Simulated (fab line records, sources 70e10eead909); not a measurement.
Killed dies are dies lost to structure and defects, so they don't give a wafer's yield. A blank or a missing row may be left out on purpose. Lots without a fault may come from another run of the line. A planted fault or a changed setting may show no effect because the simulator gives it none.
fab line records | flow nand_harc
record lots=24 wafers=72 last_day=33
route steps=1302 shown A_CHANNEL_FILL_D1@496 A_DECK1_JOINT@527 A_ONON_D2@546 A_CHANNEL_HOLE_D2@570
lots that met no fault: from a run of the same line without faults
start_h: hours from the record's first day to the start of the lot's first wafer shown | wait_h: hours since the lot's step before | " the same as in the row above | L1.1+2: a row that stands for several wafers | - no value, or no start given | * or withheld: withheld | < > ~ a bound
route shown NAME@n: a module of which the file shows steps, and the number in the route of the first | usual: mean/standard deviation of fault-free wafers | same: alike in all rows | chamber/n: place in a boat | sites: the reading at each site | _std_site: their standard deviation | _edge_site: outer sites' mean less inner sites' | radius_mm: how far each site lies from the wafer's centre | mask NAME#n: copy n | behind: the tool/chamber that last shaped the wafer | hold: why the lot was held/for how many hours/how that ended | device: the transistor (n, p or np) that didn't switch | end of line: the same wafers' tests at the end of the route | a step without rows: its recipe alone | killed: dies lost to structure and defects at the first sort, not the wafer's yield | map: a wafer's dies, x killed, . not, _ none there
set.NAME: the setting as run; set.NAME@STEP: as run at that earlier step | model.NAME: the simulator's own value behind a step, which no gauge read
steps of the route over a sample of lots; a table a step, a row a wafer
services: from which hour (start_h, from the record's first day; less than 0 if before it) a tool's chamber was out of use, for how many hours, and why
## steps
# step NHARC_A_CHANNEL_FILL_D1_ALD_16
# recipe target_thk_a=15 pulse_time_s=10 ald_cycles=15 temp_c=300 material=SiO2
# usual heater_power_w=475/30 precursor_pulse_height_rel=0.998/0.019
# columns lot.wafer tool chamber start_h wait_h heater_power_w precursor_pulse_height_rel
L074.4 ald_hk-02 1 195.39 0.0 474 1.040
L074.3 " 3 " " 476 0.989
L074.5 " 2 " " 450 1.012
L075.1 ald_hk-02 2 210.51 0.1 456 0.960
L075.2 " 0 " " 494 1.018
L075.5 " 2 " " 461 1.023
L076.2 ald_hk-01 1 210.51 0.1 539 0.983
L076.5 " 0 " " 458 0.976
L076.6 " 1 " " 536 1.004
L077.1 ald_hk-01 1 232.36 0.0 539 1.002
L077.4 " 0 " " 435 1.008
L077.5 " 1 " " 530 1.015
L078.3 ald_hk-03 0 235.89 0.1 479 1.002
L078.5 " 3 " " 473 0.981
L078.6 " 0 " " 469 0.995
L079.4 ald_hk-03 3 251.96 0.0 493 0.959
L079.6 " 3 " " 477 1.014
L079.5 " 0 " " 472 1.001
L080.3 ald_hk-02 1 251.99 0.1 477 0.999
L080.4 " 3 " " 474 1.036
L080.6 " 1 " " 485 0.992
L081.4 ald_hk-01 3 277.66 1.5 531 1.021
L081.1 " 2 " " 460 0.983
L081.5 " 3 " " 528 0.999
L082.1 ald_hk-02 2 279.61 0.3 450 1.009
L082.3 " 3 " " 487 0.996
L082.2 " 0 " " 500 1.002
L083.1 ald_hk-03 0 295.35 0.1 452 1.002
L083.3 " 1 " " 429 0.998
L083.6 " 3 " " 486 0.978
L084.2 ald_hk-03 1 306.52 2.9 423 1.009
L084.1 " 2 " " 445 0.996
L084.5 " 1 " " 436 1.006
L086.1 ald_hk-01 2 313.74 0.1 477 0.980
L086.4 " 3 " " 521 1.006
L086.6 " 1 " " 552 0.998
L085.2 ald_hk-03 2 318.26 0.0 446 1.022
L085.3 " 0 " " 470 1.010
L085.6 " 3 " " 477 1.016
L087.4 ald_hk-02 2 329.49 0.0 452 0.970
L087.3 " 0 " " 498 0.978
L087.6 " 3 " " 467 1.001
L088.4 ald_hk-01 2 344.16 0.0 473 1.029
L088.6 " 2 " " 483 0.952
L088.5 " 3 " " 540 1.031
L089.2 ald_hk-03 0 351.27 0.0 470 0.979
L089.1 " 1 " " 436 0.965
L089.4 " 2 " " 453 0.964
L090.4 ald_hk-02 0 365.63 0.0 502 1.019
L090.3 " 3 " " 451 0.962
L090.5 " 0 " " 475 0.987
L091.4 ald_hk-03 2 380.55 0.0 451 1.008
L091.1 " 1 " " 439 1.000
L091.5 " 2 " " 445 0.996
L092.2 ald_hk-02 3 386.75 0.0 449 1.037
L092.1 " 0 " " 479 0.996
L092.3 " 1 " " 484 1.008
L094.3 ald_hk-01 0 395.26 0.1 460 0.994
L094.5 " 2 " " 495 0.989
L094.6 " 3 " " 532 1.023
L093.4 ald_hk-02 0 399.18 0.0 496 1.016
L093.1 " 2 " " 482 0.986
L093.5 " 1 " " 499 0.983
L095.4 ald_hk-03 1 414.64 0.0 449 0.977
L095.2 " 3 " " 486 1.009
L095.6 " 1 " " 448 0.990
L096.1 ald_hk-02 2 429.23 0.0 494 0.979
L096.2 " 0 " " 492 0.987
L096.5 " 2 " " 490 1.011
L097.1 ald_hk-03 1 429.26 0.1 447 1.012
L097.2 " 3 " " 493 1.005
L097.6 " 0 " " 475 0.975
# step NHARC_A_CHANNEL_FILL_D1_ETCHBACK_08
# recipe target_depth_a=2200 time_s=110 c4f8_flow_sccm=20 ar_flow_sccm=withheld rf_w=600 bias_w=300 chemistry=C4F8
# usual oes_product_au=0.96/0.038 rf_vpp_V=440.6/2.5
# columns lot.wafer tool chamber start_h wait_h oes_product_au rf_hours_counter_h rf_vpp_V
L074.4 rie_diel-11 1 - - 0.93 5.9 443.1
L074.3 " 3 " " 0.92 5.4 436.3
L074.5 " 0 " " 0.93 - 440.2
L075.1 rie_diel-03 1 - - 0.91 7.5 439.3
L075.2 " 3 " " 0.92 8.3 441.7
L075.5 " 1 " " 0.90 - 437.2
L076.2 rie_diel-11 0 - - 0.94 5.9 438.8
L076.6 " 0 " " 0.93 - 439.5
L076.5 " 1 " " 0.91 - 445.2
L077.1 rie_diel-09 0 - - 0.94 5.8 442.8
L077.4 " 1 " " 0.93 5.9 435.6
L077.5 " 3 " " 0.94 - 444.6
L078.3 rie_diel-03 3 - - 0.93 9.6 442.0
L078.5 " 1 " " 0.92 - 438.0
L078.6 " 2 " " 0.92 - 441.3
L079.4 rie_diel-09 0 - - 0.93 7.1 441.8
L079.6 " 1 " " 0.94 - 436.6
L079.5 " 2 " " 0.92 - 439.8
L080.4 rie_diel-11 2 - - 1.00 1.2 439.9
L080.3 " 0 " " 1.00 1.4 439.9
L080.6 " 2 " " 0.99 - 437.2
L082.1 rie_diel-09 3 - - 0.93 9.2 443.5
L082.2 " 0 " " 0.93 8.6 442.4
L082.3 " 1 " " 0.93 8.2 437.8
L081.1 rie_diel-03 1 - - 0.99 0.3 438.7
L081.4 " 1 " " 0.99 - 437.0
L081.5 " 2 " " 1.00 - 442.0
L083.1 rie_diel-11 2 - - 0.92 3.4 439.2
L083.3 " 3 " " 0.91 3.2 436.8
L083.6 " 0 " " 0.92 - 439.3
L084.1 rie_diel-09 3 - - 1.01 0.3 443.8
L084.2 " 0 " " 1.01 0.4 442.9
L084.5 " 3 " " 1.02 - 443.2
L086.1 rie_diel-09 1 - - 1.01 0.6 436.3
L086.4 " 3 " " 1.01 0.4 441.1
L086.6 " 2 " " 0.98 - 440.6
L085.3 rie_diel-11 2 - - 1.00 4.4 438.3
L085.2 " 3 " " 0.99 4.4 437.9
L085.6 " 1 " " 1.00 - 443.4
L087.4 rie_diel-03 1 - - 0.93 2.8 437.0
L087.3 " 2 " " 0.93 3.0 440.7
L087.6 " 1 " " 0.92 - 439.2
L088.4 rie_diel-03 1 - - 0.99 3.6 438.4
L088.5 " 2 " " 0.99 - 441.9
L088.6 " 3 " " 0.99 - 442.5
L089.2 rie_diel-11 1 - - 0.93 6.0 444.0
L089.1 " 2 " " 0.92 6.1 440.0
L089.4 " 0 " " 0.91 5.9 441.1
L090.4 rie_diel-03 3 - - 0.96 5.3 441.8
L090.3 " 0 " " 0.98 5.2 443.7
L090.5 " 3 " " 0.97 - 442.0
L091.1 rie_diel-09 2 - - 0.99 4.8 441.0
L091.4 " 1 " " 1.00 - 436.4
L091.5 " 2 " " 0.98 - 440.9
L092.3 rie_diel-11 3 - - 0.92 7.4 438.6
L092.2 " 0 " " 0.93 7.0 440.4
L092.1 " 1 " " 0.93 7.7 445.3
L094.3 rie_diel-09 2 - - 0.94 6.6 441.0
L094.5 " 2 " " 0.95 - 443.0
L094.6 " 3 " " 0.94 - 442.7
L093.1 rie_diel-11 1 - - 1.02 8.0 443.2
L093.4 " 3 " " 0.98 7.9 437.5
L093.5 " 1 " " 1.01 - 444.8
L095.2 rie_diel-11 3 - - 1.00 0.0 436.1
L095.4 " 2 " " 0.99 0.0 440.0
L095.6 " 0 " " 1.00 - 440.0
L096.1 rie_diel-11 0 - - 1.01 1.7 440.3
L096.2 " 1 " " 1.01 1.4 444.6
L096.5 " 0 " " 1.00 - 440.0
L097.2 rie_diel-09 0 - - 1.02 8.4 442.0
L097.1 " 2 " " 0.99 9.2 441.0
L097.6 " 0 " " 1.02 - 442.1
# step NHARC_A_DECK1_JOINT_CMP_13
# recipe target_thk_nm=51.023
# usual motor_current_A=11.9/0.79 time_to_endpoint_s=8.3/2.2
# columns lot.wafer tool chamber start_h wait_h motor_current_A time_to_endpoint_s
L074.3 cmp-01 2 241.59 0.4 11.6 5.7
L074.4 " 3 " " 12.7 10.5
L074.5 " 1 " " 12.3 12.0
L075.2 cmp-03 0 257.49 0.4 12.6 9.1
L075.1 " 1 " " 11.8 7.3
L075.5 " 0 " " 13.2 6.9
L076.2 cmp-01 0 257.54 0.4 11.5 11.6
L076.6 " 1 " " 12.2 9.2
L076.5 " 2 " " 11.7 3.7
L077.1 cmp-04 0 278.09 0.4 11.9 11.7
L077.4 " 1 " " 10.7 8.3
L077.5 " 3 " " 13.0 7.6
L078.3 cmp-04 0 286.12 0.4 12.2 9.4
L078.6 " 1 " " 10.3 8.2
L078.5 " 2 " " 11.0 8.7
L079.4 cmp-03 0 297.97 0.4 13.4 8.4
L079.5 " 0 " " 13.2 9.2
L079.6 " 1 " " 11.1 8.8
L080.4 cmp-01 0 297.97 0.4 11.9 10.5
L080.3 " 1 " " 12.3 9.5
L080.6 " 0 " " 11.5 10.2
L082.2 cmp-03 3 323.24 0.4 12.1 5.2
L082.1 " 0 " " 12.5 5.5
L082.3 " 1 " " 11.9 6.3
L081.4 cmp-03 2 326.93 0.4 11.4 10.8
L081.1 " 0 " " 12.8 9.0
L081.5 " 2 " " 11.7 10.7
L083.1 cmp-04 3 341.49 0.4 12.5 6.8
L083.3 " 1 " " 10.7 5.1
L083.6 " 3 " " 13.2 5.7
L084.2 cmp-03 1 358.95 0.4 11.6 10.8
L084.1 " 2 " " 11.4 12.1
L084.5 " 1 " " 11.5 11.3
L085.2 cmp-01 1 362.92 0.4 12.8 10.0
L085.3 " 3 " " 12.4 10.5
L085.6 " 2 " " 12.2 5.3
L086.4 cmp-04 1 362.94 0.4 10.6 9.0
L086.1 " 2 " " 11.8 6.4
L086.6 " 1 " " 10.6 7.4
L087.4 cmp-01 3 377.94 0.4 12.6 11.3
L087.3 " 0 " " 11.7 13.6
L087.6 " 3 " " 12.5 11.0
L088.4 cmp-03 2 392.98 0.4 12.1 7.5
L088.5 " 1 " " 11.8 6.7
L088.6 " 2 " " 11.7 8.9
L089.4 cmp-03 2 403.47 0.4 11.2 6.9
L089.2 " 3 " " 11.4 3.6
L089.1 " 0 " " 12.6 6.5
L090.4 cmp-03 2 411.56 0.4 11.2 8.0
L090.3 " 0 " " 13.2 6.7
L090.5 " 2 " " 11.2 8.4
L091.4 cmp-04 0 428.68 0.4 12.5 9.2
L091.1 " 1 " " 10.6 8.7
L091.5 " 3 " " 13.6 5.7
L092.1 cmp-03 0 439.92 0.4 13.0 7.6
L092.3 " 1 " " 11.4 5.6
L092.2 " 3 " " 11.6 7.9
L094.3 cmp-01 0 443.80 0.4 11.4 9.1
L094.5 " 0 " " 11.4 9.2
L094.6 " 1 " " 12.0 8.7
L093.1 cmp-04 2 443.80 0.4 10.9 8.9
L093.4 " 0 " " 13.0 10.6
L093.5 " 3 " " 13.0 6.8
L095.2 cmp-01 3 463.20 0.4 12.9 11.4
L095.4 " 1 " " 12.0 9.8
L095.6 " 0 " " 11.6 12.5
L097.1 cmp-03 1 477.15 0.4 11.4 8.9
L097.2 " 0 " " 13.0 6.9
L097.6 " 1 " " 11.6 5.4
L096.2 cmp-04 0 477.20 0.4 12.0 9.8
L096.1 " 1 " " 10.8 6.4
L096.5 " 2 " " 10.6 6.9
# step NHARC_A_ONON_D2_THK_MEAS_02
# recipe thk_meas_gauge=ellipsometry
# usual thk_nm=1000/11
# columns lot.wafer tool chamber start_h wait_h thk_nm
L074.3 film_metro-02 - 265.65 - 992
L074.4 " - " " 990
L074.5 " - " " 991
L076.2 film_metro-02 - 283.21 - 998
L076.5 " - " " 1001
L076.6 " - " " 997
L075.1 film_metro-01 - 283.22 - 1008
L075.2 " - " " 1007
L075.5 " - " " 1006
L077.1 film_metro-01 - 304.58 - 988
L077.4 " - " " 985
L077.5 " - " " 987
L078.3 film_metro-01 - 314.96 - 1022
L078.5 " - " " 1020
L078.6 " - " " 1023
L080.3 film_metro-02 - 330.40 - 998
L080.4 " - " " 998
L080.6 " - " " 998
L079.4 film_metro-01 - 330.55 - 1004
L079.5 " - " " 1002
L079.6 " - " " 1002
L082.1 film_metro-02 - 353.55 - 1002
L082.2 " - " " 1001
L082.3 " - " " 1002
L081.1 film_metro-01 - 353.65 - 1009
L081.4 " - " " 1007
L081.5 " - " " 1007
L083.1 film_metro-01 - 370.69 - 1000
L083.3 " - " " 1000
L083.6 " - " " 1000
L085.2 film_metro-01 - 386.14 - 1009
L085.3 " - " " 1008
L085.6 " - " " 1010
L084.1 film_metro-01 - 386.15 - 976
L084.2 " - " " 975
L084.5 " - " " 976
L086.1 film_metro-01 - 386.15 - 975
L086.4 " - " " 976
L086.6 " - " " 977
L087.3 film_metro-02 - 399.49 - 995
L087.4 " - " " 993
L087.6 " - " " 997
L088.4 film_metro-01 - 418.57 - 1008
L088.5 " - " " 1007
L088.6 " - " " 1007
L089.1 film_metro-01 - 429.57 - 996
L089.2 " - " " 995
L089.4 " - " " 996
L090.3 film_metro-01 - 436.29 - 984
L090.4 " - " " 986
L090.5 " - " " 987
L091.1 film_metro-02 - 460.99 - 1004
L091.4 " - " " 1004
L091.5 " - " " 1005
L092.1 film_metro-01 - 464.58 - 999
L092.2 " - " " 999
L092.3 " - " " 999
L093.1 film_metro-01 - 474.62 - 993
L093.4 " - " " 996
L093.5 " - " " 995
L094.3 film_metro-02 - 474.63 - 995
L094.5 " - " " 995
L094.6 " - " " 995
L095.2 film_metro-02 - 490.27 - 1008
L095.4 " - " " 1008
L095.6 " - " " 1010
L097.1 film_metro-01 - 505.93 - 1024
L097.2 " - " " 1022
L097.6 " - " " 1023
L096.1 film_metro-02 - 505.97 - 1006
L096.2 " - " " 1008
L096.5 " - " " 1007
# step NHARC_A_ONON_D2_THK_MEAS_08
# recipe thk_meas_gauge=ellipsometry
# usual thk_nm=1000/13
# columns lot.wafer tool chamber start_h wait_h thk_nm
L074.3 film_metro-01 - 266.77 - 1025
L074.4 " - " " 1025
L074.5 " - " " 1023
L075.1 film_metro-01 - 284.34 - 984
L075.2 " - " " 984
L075.5 " - " " 982
L076.2 film_metro-02 - 284.34 - 1005
L076.5 " - " " 1006
L076.6 " - " " 1006
L077.1 film_metro-02 - 305.71 - 1008
L077.4 " - " " 1007
L077.5 " - " " 1008
L078.3 film_metro-01 - 316.09 - 1017
L078.5 " - " " 1018
L078.6 " - " " 1019
L080.3 film_metro-01 - 331.54 - 1006
L080.4 " - " " 1007
L080.6 " - " " 1007
L079.4 film_metro-02 - 331.69 - 992
L079.5 " - " " 993
L079.6 " - " " 993
L082.1 film_metro-01 - 354.68 - 999
L082.2 " - " " 999
L082.3 " - " " 997
L081.1 film_metro-02 - 354.78 - 1003
L081.4 " - " " 1003
L081.5 " - " " 1004
L083.1 film_metro-02 - 371.83 - 990
L083.3 " - " " 992
L083.6 " - " " 991
L085.2 film_metro-02 - 388.57 - 992
L085.3 " - " " 992
L085.6 " - " " 991
L086.1 film_metro-02 - 388.58 - 1003
L086.4 " - " " 1006
L086.6 " - " " 1004
L084.1 film_metro-02 - 388.59 - 1006
L084.2 " - " " 1007
L084.5 " - " " 1008
L087.3 film_metro-02 - 400.63 - 1009
L087.4 " - " " 1011
L087.6 " - " " 1008
L088.4 film_metro-02 - 419.70 - 1006
L088.5 " - " " 1008
L088.6 " - " " 1007
L089.1 film_metro-01 - 430.71 - 1000
L089.2 " - " " 999
L089.4 " - " " 1000
L090.3 film_metro-01 - 437.43 - 1001
L090.4 " - " " 1002
L090.5 " - " " 1002
L091.1 film_metro-01 - 462.12 - 970
L091.4 " - " " 970
L091.5 " - " " 971
L092.1 film_metro-02 - 465.72 - 983
L092.2 " - " " 984
L092.3 " - " " 984
L093.1 film_metro-01 - 475.76 - 996
L093.4 " - " " 997
L093.5 " - " " 997
L094.3 film_metro-02 - 475.76 - 1005
L094.5 " - " " 1005
L094.6 " - " " 1006
L095.2 film_metro-02 - 491.40 - 1019
L095.4 " - " " 1021
L095.6 " - " " 1021
L097.1 film_metro-02 - 507.06 - 979
L097.2 " - " " 979
L097.6 " - " " 979
L096.1 film_metro-01 - 507.10 - 1003
L096.2 " - " " 1003
L096.5 " - " " 1002
# step NHARC_A_CHANNEL_HOLE_D2_DEP_00
# recipe target_thk_a=31000 temp_c=400 material=aC
# usual throttle_valve_pct=35.000/0.009
# columns lot.wafer tool chamber start_h wait_h throttle_valve_pct
L074.3 acl_dep-01 0 279.76 0.7 35.008
L074.4 " 0 " " 34.997
L074.5 " 0 " " 35.002
L076.2 acl_dep-02 0 296.87 0.9 34.996
L076.5 " 0 " " 34.991
L076.6 " 0 " " 35.012
L075.1 acl_dep-02 0 298.47 2.5 35.009
L075.2 " 0 " " 34.983
L075.5 " 0 " " 34.982
L077.1 acl_dep-03 0 317.50 0.1 35.008
L077.4 " 0 " " 34.995
L077.5 " 0 " " 35.001
L078.3 acl_dep-01 0 328.03 0.7 34.995
L078.5 " 0 " " 35.000
L078.6 " 0 " " 35.008
L079.4 acl_dep-03 0 344.53 1.6 34.999
L079.5 " 0 " " 34.998
L079.6 " 0 " " 34.991
L080.3 acl_dep-02 0 345.10 2.2 34.999
L080.4 " 0 " " 34.981
L080.6 " 0 " " 35.001
L081.1 acl_dep-03 0 367.88 0.2 34.994
L081.4 " 0 " " 35.006
L081.5 " 0 " " 34.992
L082.1 acl_dep-02 0 369.48 1.5 34.986
L082.2 " 0 " " 35.017
L082.3 " 0 " " 35.015
L083.1 acl_dep-03 0 384.90 1.4 34.992
L083.3 " 0 " " 35.006
L083.6 " 0 " " 35.011
L086.1 acl_dep-02 0 400.30 0.1 34.998
L086.4 " 0 " " 35.007
L086.6 " 0 " " 35.000
L084.1 acl_dep-03 0 400.58 0.1 35.001
L084.2 " 0 " " 35.009
L084.5 " 0 " " 34.987
L085.2 acl_dep-01 0 400.63 0.4 35.003
L085.3 " 0 " " 35.003
L085.6 " 0 " " 34.983
L087.3 acl_dep-03 0 413.01 0.7 35.007
L087.4 " 0 " " 34.993
L087.6 " 0 " " 35.000
L088.4 acl_dep-03 0 436.81 4.6 35.005
L088.5 " 0 " " 35.002
L088.6 " 0 " " 35.005
L089.1 acl_dep-01 0 442.92 0.5 35.006
L089.2 " 0 " " 34.992
L089.4 " 0 " " 35.005
L090.3 acl_dep-02 0 449.52 0.7 34.994
L090.4 " 0 " " 34.998
L090.5 " 0 " " 35.009
L091.1 acl_dep-01 0 475.59 1.8 35.007
L091.4 " 0 " " 35.006
L091.5 " 0 " " 35.011
L092.1 acl_dep-01 0 479.34 2.1 34.991
L092.2 " 0 " " 35.002
L092.3 " 0 " " 35.007
L093.1 acl_dep-01 0 490.63 3.2 34.985
L093.4 " 0 " " 34.994
L093.5 " 0 " " 35.011
L094.3 acl_dep-02 0 490.77 3.4 34.985
L094.5 " 0 " " 35.001
L094.6 " 0 " " 34.988
L095.2 acl_dep-02 0 508.79 2.5 34.998
L095.4 " 0 " " 35.016
L095.6 " 0 " " 34.994
L097.1 acl_dep-03 0 518.62 0.1 34.997
L097.2 " 0 " " 35.000
L097.6 " 0 520.19 1.6 34.992
L096.1 acl_dep-02 0 518.63 0.1 35.006
L096.2 " 0 " " 34.999
L096.5 " 0 " " 34.987
## services
# columns tool chamber start_h hours kind
cmp-03 - 176.95 4.0 pm
ald_hk-03 - 212.00 10.0 pm
cmp-03 - 229.58 4.1 repair
acl_dep-02 - 241.90 13.0 pm
ald_hk-02 - 241.94 0.3 repair
rie_diel-11 - 257.47 9.0 pm
cmp-03 - 270.99 10.7 repair
cmp-03 - 281.73 4.0 pm
cmp-03 - 289.79 0.7 repair
ald_hk-02 - 292.46 0.7 repair
cmp-03 - 298.92 6.1 repair
rie_diel-11 1 305.50 6.5 repair
rie_diel-11 1 323.53 1.5 repair
ald_hk-02 - 348.00 10.0 pm
cmp-03 - 370.33 0.8 repair
cmp-03 - 379.73 4.0 pm
rie_diel-11 0 391.62 6.0 repair
rie_diel-11 2 399.21 4.4 repair
cmp-03 - 428.23 0.6 repair
rie_diel-11 - 434.47 9.0 pm
cmp-03 - 462.06 1.2 repair
rie_diel-11 - 471.98 0.8 repair
cmp-03 - 477.73 4.0 pm
rie_diel-11 2 501.86 8.8 repair
## key
fault none
